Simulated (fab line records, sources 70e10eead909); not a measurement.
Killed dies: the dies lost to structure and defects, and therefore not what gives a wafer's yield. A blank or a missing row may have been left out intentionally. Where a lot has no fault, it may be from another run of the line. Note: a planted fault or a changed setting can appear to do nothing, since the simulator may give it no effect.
Which tool did it?	flow nand_harc	60 wafers from 20 lots sampled at 6 of the route's 1302 steps

WHAT THE GAUGES SHOWED, per wafer
The record holds no reading of a measuring or inspecting step that can be judged against a usual standard deviation.

WHICH TOOL RAN EACH LOT (tool, then ch and the chambers of the sampled wafers, then the start)
lot	NHARC_A_CHANNEL_FILL_D2_ETCHBACK_19	NHARC_A_CHANNEL_FILL_D2_STRIP_28	NHARC_A_STAIRCASE_DESCUM_168	NHARC_A_STAIRCASE_TRIM_16	NHARC_A_STAIRCASE_TRIM_24	NHARC_A_STAIRCASE_TRIM_187
L074	rie_si-01 ch 1,2,3, day 14 12:26	rie_diel-02 ch 0,1,3, day 14 12:39	rie_diel-04 ch 2,3, day 15 14:43	rie_diel-11 ch 0,1,3, day 15 20:22 or earlier	rie_diel-13 ch 0,3, day 15 20:22 or earlier	rie_diel-11 ch 0,1, day 15 20:22
L075	rie_si-04 ch 2,3, day 15 01:34	rie_diel-05 ch 0,2, day 15 01:47	rie_diel-13 ch 0,1,3, day 16 03:02	rie_diel-11 ch 1,2,3, day 16 09:13 or earlier	rie_diel-11 ch 0,1,2, day 16 09:13 or earlier	rie_diel-13 ch 1,3, day 16 09:13
L076	rie_si-06 ch 0,1,2, day 15 18:10	rie_diel-05 ch 0,2,3, day 15 18:23	rie_diel-13 ch 0,2,3, day 16 21:20	rie_diel-13 ch 1,2,3, day 17 03:04 or earlier	rie_diel-13 ch 0,1,2, day 17 03:04 or earlier	rie_diel-11 ch 0,2,3, day 17 03:04
L077	rie_si-01 ch 0,3, day 15 18:11	rie_diel-02 ch 0,1,2, day 15 18:23	rie_diel-04 ch 0,1,3, day 16 21:38	rie_diel-11 ch 0,1,3, day 17 03:21 or earlier	rie_diel-11 ch 0,1, day 17 03:21 or earlier	rie_diel-04 ch 0,2,3, day 17 03:21
L078	rie_si-04 ch 0,1,3, day 16 08:47	rie_diel-09 ch 0,2, day 16 08:58	rie_diel-13 ch 0,1,3, day 17 09:01	rie_diel-11 ch 0,1, day 17 14:35 or earlier	rie_diel-13 ch 0,1,2, day 17 14:35 or earlier	rie_diel-11 ch 1,3, day 17 14:35
L080	rie_si-06 ch 0,1, day 17 07:36	rie_diel-05 ch 2,3, day 17 07:49	rie_diel-04 ch 0,1,3, day 18 09:44	rie_diel-11 ch 0,1,2, day 18 15:29 or earlier	rie_diel-11 ch 0,2,3, day 18 15:29 or earlier	rie_diel-04 ch 0,1, day 18 15:29
L079	rie_si-04 ch 0,2, day 17 07:37	rie_diel-09 ch 0,2, day 17 07:49	rie_diel-11 ch 0,1,2, day 18 09:35	rie_diel-11 ch 1,3, day 18 15:20 or earlier	rie_diel-04 ch 0,1,2, day 18 15:20 or earlier	rie_diel-13 ch 0,3, day 18 15:20
L082	rie_si-06 ch 1,2,3, day 18 00:20	rie_diel-02 ch 1,3, day 18 00:32	rie_diel-11 ch 2,3, day 19 01:23	rie_diel-04 ch 0,1,2, day 19 09:41 or earlier	rie_diel-04 ch 0,3, day 19 09:41 or earlier	rie_diel-04 ch 0,1,2, day 19 09:41
L083	rie_si-06 ch 0,2,3, day 18 12:27	rie_diel-02 ch 1,2,3, day 18 12:40	rie_diel-13 ch 0,2,3, day 19 13:39	rie_diel-13 ch 2,3, day 19 19:54 or earlier	rie_diel-13 ch 0,2, day 19 19:54 or earlier	rie_diel-11 ch 0,2, day 19 19:54
L085	rie_si-01 ch 0,2, day 18 23:05	rie_diel-05 ch 0,2, day 18 23:19	rie_diel-13 ch 0,3, day 20 00:22	rie_diel-13 ch 0,1, day 20 06:19 or earlier	rie_diel-04 ch 1,3, day 20 06:19 or earlier	rie_diel-13 ch 1,3, day 20 06:19
L084	rie_si-04 ch 0,1,3, day 18 23:07	rie_diel-09 ch 0,1,2, day 18 23:19	rie_diel-04 ch 0,1,3, day 20 00:14	rie_diel-13 ch 0,1,3, day 20 05:54 or earlier	rie_diel-11 ch 1,2,3, day 20 05:54 or earlier	rie_diel-13 ch 0,1, day 20 05:54
L086	rie_si-01 ch 1,2, day 19 13:46	rie_diel-09 ch 0,2,3, day 19 13:59	rie_diel-04 ch 2,3, day 20 14:53	rie_diel-04 ch 0,1,3, day 20 20:44 or earlier	rie_diel-13 ch 0,1, day 20 20:44 or earlier	rie_diel-13 ch 0,2, day 20 20:44
L088	rie_si-04 ch 0,1,2, day 20 13:21	rie_diel-05 ch 0,1,3, day 20 13:33	rie_diel-04 ch 2,3, day 21 14:08	rie_diel-04 ch 0,1,2, day 21 19:47 or earlier	rie_diel-13 ch 1,2, day 21 19:47 or earlier	rie_diel-11 ch 1,2, day 21 19:47
L090	rie_si-01 ch 2,3, day 21 04:45	rie_diel-05 ch 2,3, day 21 04:58	rie_diel-13 ch 0,2, day 22 06:46	rie_diel-13 ch 0,2, day 22 12:56 or earlier	rie_diel-04 ch 0,1,2, day 22 12:56 or earlier	rie_diel-13 ch 0,1,2, day 22 12:56
L091	rie_si-01 ch 1,2,3, day 22 02:07	rie_diel-05 ch 1,3, day 22 02:20	rie_diel-13 ch 0,1,3, day 23 06:04	rie_diel-13 ch 0,2,3, day 23 15:15 or earlier	rie_diel-11 ch 0,2,3, day 23 15:15 or earlier	rie_diel-11 ch 0,2,3, day 23 15:15
L092	rie_si-06 ch 0,1,3, day 22 02:08	rie_diel-09 ch 1,3, day 22 02:20	rie_diel-11 ch 0,2,3, day 23 06:16	rie_diel-11 ch 1,2,3, day 23 15:05 or earlier	rie_diel-11 ch 2,3, day 23 15:05 or earlier	rie_diel-11 ch 0,1,2, day 23 15:05
L093	rie_si-04 ch 0,1,2, day 22 12:41	rie_diel-05 ch 0,1,3, day 22 12:54	rie_diel-04 ch 0,1, day 23 20:30	rie_diel-13 ch 0,2,3, day 24 02:10 or earlier	rie_diel-13 ch 0,1,3, day 24 02:10 or earlier	rie_diel-11 ch 0,1,2, day 24 02:10
L094	rie_si-06 ch 0,2, day 24 00:37	rie_diel-09 ch 1,2, day 24 00:50	rie_diel-13 ch 1,3, day 25 01:30	rie_diel-04 ch 0,1, day 25 08:10 or earlier	rie_diel-04 ch 0,1, day 25 08:10 or earlier	rie_diel-04 ch 0,1, day 25 08:10
L096	rie_si-06 ch 1,2,3, day 24 00:41	rie_diel-05 ch 1,2,3, day 24 00:55	rie_diel-11 ch 0,1,2, day 25 08:08	rie_diel-04 ch 0,1, day 25 14:28 or earlier	rie_diel-11 ch 0,2,3, day 25 14:28 or earlier	rie_diel-11 ch 0,2,3, day 25 14:28
L097	rie_si-06 ch 2,3, day 24 16:38	rie_diel-05 ch 0,2,3, day 24 16:52	rie_diel-04 ch 2,3, day 25 19:46	rie_diel-04 ch 1,2,3, day 26 01:31 or earlier	rie_diel-04 ch 0,1, day 26 01:31 or earlier	rie_diel-11 ch 1,2, day 26 01:31
- NHARC_A_CHANNEL_FILL_D2_ETCHBACK_19: etches the open film in HBr/Cl2, target depth 5 nm, time 1.7 s.
- NHARC_A_CHANNEL_FILL_D2_STRIP_28: strips in O2, time 20 s.
- NHARC_A_STAIRCASE_DESCUM_168: chemistry O2, time 3 s.
- NHARC_A_STAIRCASE_TRIM_16: chemistry O2, time 211.2 s.
- NHARC_A_STAIRCASE_TRIM_24: chemistry O2, time 211.2 s.
- NHARC_A_STAIRCASE_TRIM_187: chemistry O2, time 211.2 s.

WHAT THE TOOLS THEMSELVES READ (means of the sampled wafers that have a number; where no wafer has one, the mark that the record gives instead)
NHARC_A_CHANNEL_FILL_D2_ETCHBACK_19. Usual: drypump_motor_current_A 5.9 A, standard deviation 0.41; hbr_flow_sccm 150.1 sccm, standard deviation 0.5; oes_product_au 1.000 a.u., standard deviation 0.01; throttle_valve_pct 26.406 %, standard deviation 0.0097.
lot	tool	drypump_motor_current_A (A)	hbr_flow_sccm (sccm)	oes_product_au (a.u.)	throttle_valve_pct (%)	flag
L074	rie_si-01	6.1	149.7	0.992	26.405	
L075	rie_si-04	5.6	150.6	1.005	26.403	
L076	rie_si-06	5.8	150.1	1.004	26.404	
L077	rie_si-01	5.9	150.1	0.994	26.406	
L078	rie_si-04	5.9	150.6	1.000	26.414	
L080	rie_si-06	5.5	149.8	1.003	26.396	
L079	rie_si-04	5.5	150.0	0.995	26.401	
L082	rie_si-06	6.2	150.2	1.002	26.415	
L083	rie_si-06	5.9	149.7	0.998	26.402	
L085	rie_si-01	5.8	150.0	1.006	26.408	
L084	rie_si-04	5.9	150.0	0.996	26.405	
L086	rie_si-01	6.0	150.1	1.006	26.402	
L088	rie_si-04	5.6	150.0	0.996	26.395	
L090	rie_si-01	6.1	149.6	1.008	26.408	
L091	rie_si-01	6.1	149.7	1.004	26.411	
L092	rie_si-06	5.9	150.4	1.008	26.408	
L093	rie_si-04	5.6	150.5	0.994	26.406	
L094	rie_si-06	5.5	150.2	1.004	26.407	
L096	rie_si-06	6.2	150.3	1.004	26.406	
L097	rie_si-06	6.2	149.6	0.990	26.404	

NHARC_A_CHANNEL_FILL_D2_STRIP_28. Usual: drypump_motor_current_A 5.7 A, standard deviation 0.41; oes_product_au 1.003 a.u., standard deviation 0.011; rf_vpp_V 57.9 V, standard deviation 0.89; showerhead_plenum_p_Torr 3.57 Torr, standard deviation 0.17; throttle_valve_pct 17.037 %, standard deviation 0.0093.
lot	tool	drypump_motor_current_A (A)	oes_product_au (a.u.)	rf_vpp_V (V)	showerhead_plenum_p_Torr (Torr)	throttle_valve_pct (%)	flag
L074	rie_diel-02	5.6	1.002	59.1	3.66	17.033	
L075	rie_diel-05	6.0	1.005	58.0	3.50	17.034	
L076	rie_diel-05	5.8	1.003	58.0	3.64	17.038	
L077	rie_diel-02	5.3	1.004	58.1	3.54	17.043	
L078	rie_diel-09	5.2	0.997	56.9	3.39	17.039	
L080	rie_diel-05	5.6	0.994	58.1	3.77	17.042	
L079	rie_diel-09	5.2	0.996	58.3	3.39	17.034	
L082	rie_diel-02	5.7	1.001	58.6	3.66	17.036	
L083	rie_diel-02	5.5	0.997	57.4	3.54	17.044	
L085	rie_diel-05	6.0	1.002	58.0	3.49	17.036	
L084	rie_diel-09	5.4	1.005	58.1	3.47	17.040	
L086	rie_diel-09	5.3	1.002	57.8	3.47	17.028	
L088	rie_diel-05	5.9	1.002	57.5	3.57	17.028	
L090	rie_diel-05	5.7	1.010	57.4	3.77	17.037	
L091	rie_diel-05	5.9	1.017	57.7	3.64	17.037	
L092	rie_diel-09	5.9	1.010	58.2	3.58	17.034	
L093	rie_diel-05	5.9	1.011	57.9	3.57	17.027	
L094	rie_diel-09	5.4	1.001	57.5	3.41	17.034	
L096	rie_diel-05	5.8	1.014	58.3	3.70	17.036	
L097	rie_diel-05	5.8	0.997	58.2	3.63	17.036	

NHARC_A_STAIRCASE_DESCUM_168. Usual: drypump_motor_current_A 5.6 A, standard deviation 0.48; oes_product_au 0.999 a.u., standard deviation 0.0097; rf_vpp_V 57.6 V, standard deviation 0.91; showerhead_plenum_p_Torr 1.92 Torr, standard deviation 0.1; throttle_valve_pct 11.310 %, standard deviation 0.0096.
lot	tool	drypump_motor_current_A (A)	oes_product_au (a.u.)	rf_vpp_V (V)	showerhead_plenum_p_Torr (Torr)	throttle_valve_pct (%)	flag
L074	rie_diel-04	5.3	0.990	56.4	1.79	11.300	
L075	rie_diel-13	5.9	1.006	57.3	1.92	11.308	
L076	rie_diel-13	6.0	1.011	57.9	1.89	11.310	
L077	rie_diel-04	5.5	0.995	57.2	1.91	11.310	
L078	rie_diel-13	5.9	0.997	57.8	1.92	11.300	
L080	rie_diel-04	5.5	0.984	56.8	1.91	11.308	
L079	rie_diel-11	5.7	1.000	57.2	1.88	11.310	
L082	rie_diel-11	5.6	0.997	58.0	2.03	11.315	
L083	rie_diel-13	6.0	1.000	57.5	1.88	11.319	
L085	rie_diel-13	6.3	1.006	57.6	1.81	11.305	
L084	rie_diel-04	5.5	1.005	57.8	1.90	11.311	
L086	rie_diel-04	5.3	0.990	56.8	1.78	11.313	
L088	rie_diel-04	5.3	0.995	56.9	1.77	11.313	
L090	rie_diel-13	5.8	1.000	58.1	1.94	11.305	
L091	rie_diel-13	5.9	0.995	57.2	2.00	11.310	
L092	rie_diel-11	5.6	0.986	58.7	2.04	11.311	
L093	rie_diel-04	5.8	0.995	57.2	1.94	11.313	
L094	rie_diel-13	5.5	1.000	58.9	2.05	11.318	
L096	rie_diel-11	5.7	1.004	57.5	1.97	11.316	
L097	rie_diel-04	5.2	0.991	57.3	1.88	11.307	

NHARC_A_STAIRCASE_TRIM_16. Usual: drypump_motor_current_A 5.7 A, standard deviation 0.47; oes_product_au 1.000 a.u., standard deviation 0.0087; rf_vpp_V 57.9 V, standard deviation 0.99; showerhead_plenum_p_Torr 3.53 Torr, standard deviation 0.18; throttle_valve_pct 17.037 %, standard deviation 0.0097.
lot	tool	drypump_motor_current_A (A)	oes_product_au (a.u.)	rf_vpp_V (V)	showerhead_plenum_p_Torr (Torr)	throttle_valve_pct (%)	flag
L074	rie_diel-11	5.5	1.001	56.9	3.49	17.033	
L075	rie_diel-11	5.6	0.997	59.0	3.63	17.033	
L076	rie_diel-13	5.7	1.011	58.2	3.57	17.029	
L077	rie_diel-11	5.5	1.006	57.3	3.48	17.027	
L078	rie_diel-11	5.7	0.998	57.7	3.32	17.035	
L080	rie_diel-11	5.7	0.996	57.2	3.47	17.037	
L079	rie_diel-11	5.4	1.005	57.7	3.64	17.031	
L082	rie_diel-04	5.5	1.001	57.1	3.49	17.043	
L083	rie_diel-13	5.9	1.000	57.2	3.52	17.027	
L085	rie_diel-13	5.8	1.002	57.3	3.59	17.041	
L084	rie_diel-13	5.9	1.003	57.7	3.52	17.030	
L086	rie_diel-04	5.5	0.990	57.6	3.50	17.034	
L088	rie_diel-04	5.5	0.997	58.1	3.48	17.031	
L090	rie_diel-13	5.8	1.001	58.3	3.57	17.043	
L091	rie_diel-13	6.0	1.007	58.4	3.64	17.034	
L092	rie_diel-11	5.6	0.995	58.1	3.60	17.037	
L093	rie_diel-13	6.0	1.007	59.0	3.63	17.035	
L094	rie_diel-04	5.9	0.992	58.7	3.56	17.044	
L096	rie_diel-04	5.9	1.007	57.7	3.56	17.033	
L097	rie_diel-04	5.2	0.991	58.0	3.57	17.038	

NHARC_A_STAIRCASE_TRIM_24. Usual: drypump_motor_current_A 5.7 A, standard deviation 0.45; oes_product_au 0.998 a.u., standard deviation 0.0087; rf_vpp_V 57.8 V, standard deviation 0.96; showerhead_plenum_p_Torr 3.55 Torr, standard deviation 0.18; throttle_valve_pct 17.037 %, standard deviation 0.0079.
lot	tool	drypump_motor_current_A (A)	oes_product_au (a.u.)	rf_vpp_V (V)	showerhead_plenum_p_Torr (Torr)	throttle_valve_pct (%)	flag
L074	rie_diel-13	6.2	1.010	57.4	3.45	17.041	
L075	rie_diel-11	5.7	0.997	57.5	3.47	17.041	
L076	rie_diel-13	5.6	1.002	58.0	3.65	17.035	
L077	rie_diel-11	5.7	1.005	56.6	3.32	17.040	
L078	rie_diel-13	5.6	1.002	58.1	3.64	17.033	
L080	rie_diel-11	5.5	1.000	57.8	3.58	17.038	
L079	rie_diel-04	5.5	1.003	58.1	3.50	17.037	
L082	rie_diel-04	5.5	0.989	57.9	3.41	17.039	
L083	rie_diel-13	5.9	1.003	57.8	3.55	17.031	
L085	rie_diel-04	5.1	1.003	58.1	3.53	17.043	
L084	rie_diel-11	5.6	0.996	58.0	3.62	17.035	
L086	rie_diel-13	5.4	0.992	57.9	3.67	17.038	
L088	rie_diel-13	5.5	0.997	59.2	3.66	17.032	
L090	rie_diel-04	5.5	1.000	57.5	3.48	17.038	
L091	rie_diel-11	5.6	0.996	57.8	3.74	17.040	
L092	rie_diel-11	5.6	0.996	58.4	3.71	17.030	
L093	rie_diel-13	5.9	0.995	57.4	3.68	17.036	
L094	rie_diel-04	5.4	1.001	57.4	3.59	17.033	
L096	rie_diel-11	5.6	0.991	58.5	3.73	17.034	
L097	rie_diel-04	5.4	1.003	58.3	3.59	17.048	

NHARC_A_STAIRCASE_TRIM_187. Usual: drypump_motor_current_A 5.6 A, standard deviation 0.4; oes_product_au 0.998 a.u., standard deviation 0.0095; rf_vpp_V 57.8 V, standard deviation 0.93; showerhead_plenum_p_Torr 3.58 Torr, standard deviation 0.18; throttle_valve_pct 17.035 %, standard deviation 0.0085.
lot	tool	drypump_motor_current_A (A)	oes_product_au (a.u.)	rf_vpp_V (V)	showerhead_plenum_p_Torr (Torr)	throttle_valve_pct (%)	flag
L074	rie_diel-11	5.7	1.005	57.1	3.38	17.029	
L075	rie_diel-13	5.5	1.002	56.5	3.62	17.040	
L076	rie_diel-11	5.6	0.996	57.4	3.59	17.035	
L077	rie_diel-04	5.6	0.987	58.3	3.40	17.036	
L078	rie_diel-11	5.4	1.003	57.8	3.64	17.029	
L080	rie_diel-04	5.4	0.999	58.2	3.61	17.027	
L079	rie_diel-13	6.2	1.003	58.3	3.44	17.035	
L082	rie_diel-04	5.5	0.998	57.6	3.49	17.032	
L083	rie_diel-11	5.8	1.011	57.9	3.75	17.037	
L085	rie_diel-13	6.0	0.998	57.7	3.44	17.036	
L084	rie_diel-13	5.5	0.991	58.6	3.67	17.041	
L086	rie_diel-13	5.8	1.006	57.5	3.58	17.040	
L088	rie_diel-11	5.8	0.999	57.7	3.60	17.033	
L090	rie_diel-13	5.6	0.996	56.9	3.62	17.031	
L091	rie_diel-11	5.6	1.001	57.7	3.74	17.037	
L092	rie_diel-11	5.7	0.997	57.2	3.62	17.043	
L093	rie_diel-11	5.7	0.994	58.5	3.62	17.033	
L094	rie_diel-04	5.4	1.003	57.7	3.59	17.034	
L096	rie_diel-11	5.6	1.000	58.3	3.73	17.043	
L097	rie_diel-11	5.8	1.004	58.3	3.58	17.032	

THE ANSWER, worked out from the rows above alone
Rule: a lot is off if the mean of its wafers that have a number lies more than 3 standard deviations from the usual mean. Also off: a lot with no number at a reading for which 4 or more lots have one. The other lots that the step has rows for count as sound. Order of review: gauges by route order, followed by the tools' own readings, for which a lot's mean as printed above is used. The first step at which some lot is off is used, and at that step the reading that is off furthest; a lot without a number counts as furthest.
No lot is off at any reading shown: from this, nothing can be told.

WHAT THE SIMULATOR PUT IN
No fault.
